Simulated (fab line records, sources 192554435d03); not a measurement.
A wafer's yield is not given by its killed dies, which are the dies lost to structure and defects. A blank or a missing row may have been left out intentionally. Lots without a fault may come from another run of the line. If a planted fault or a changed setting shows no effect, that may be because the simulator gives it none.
Which of the tools did it?    flow n5-finfet    route of 1938 steps, sampled at 1 step: 10 lots, 29 wafers

WHAT THE GAUGES READ, wafer by wafer
N5_BEOL_M10_INSPECT_58: inspects for defects (darkfield).
lot   measured      on                 raw-defect-count
L832  day 12 18:17  defect-inspect-01  60 53 65
L836  day 13 07:49  defect-inspect-01  102 57 93
L838  day 13 18:34  defect-inspect-02  64 82 71
L839  day 14 00:32  defect-inspect-01  54 45 61
L837  day 14 02:48  defect-inspect-01  109 116 91
L840  day 14 07:12  defect-inspect-01  78 40 57
L846  day 16 07:40  defect-inspect-01  108 59
L847  day 16 20:32  defect-inspect-01  66 76 85
L853  day 18 02:15  defect-inspect-01  64 104 85
L852  day 18 08:26  defect-inspect-01  98 65 55

TOOL THAT RAN EACH LOT (tool first, then ch and the chambers of the sampled wafers, then the start)
There is no process step in the record ahead of these readings.

WHAT THE TOOLS THEMSELVES READ (means of the sampled wafers that have a number; where no wafer has one, the mark that the record gives instead)
The record holds no such reading with a usual standard deviation.

THE ANSWER, worked out from the rows above alone
Rule: the usual values come from the lots themselves. The widest of any qualifying gaps counts: lots, ordered by their means at a reading, are off when they make up no more than a third of the lots, leave a main group of 4 or more, and stand apart from it by 3 or more times the standard deviation of that group's means. Not used: any main group whose means are identical at the precision the tables above print for the reading. Also off: a lot with no number at a reading for which 4 or more lots have one. The other lots that the step has rows for count as sound. First the gauges in route order, then the tools' own readings, where a lot's mean is used as printed above. The first step at which some lot is off is used, and at that step the reading that is off furthest; a lot without a number counts as furthest.
Nothing can be told from this: no lot is off at any reading shown.

WHAT HAD BEEN PUT IN BY THE SIMULATOR
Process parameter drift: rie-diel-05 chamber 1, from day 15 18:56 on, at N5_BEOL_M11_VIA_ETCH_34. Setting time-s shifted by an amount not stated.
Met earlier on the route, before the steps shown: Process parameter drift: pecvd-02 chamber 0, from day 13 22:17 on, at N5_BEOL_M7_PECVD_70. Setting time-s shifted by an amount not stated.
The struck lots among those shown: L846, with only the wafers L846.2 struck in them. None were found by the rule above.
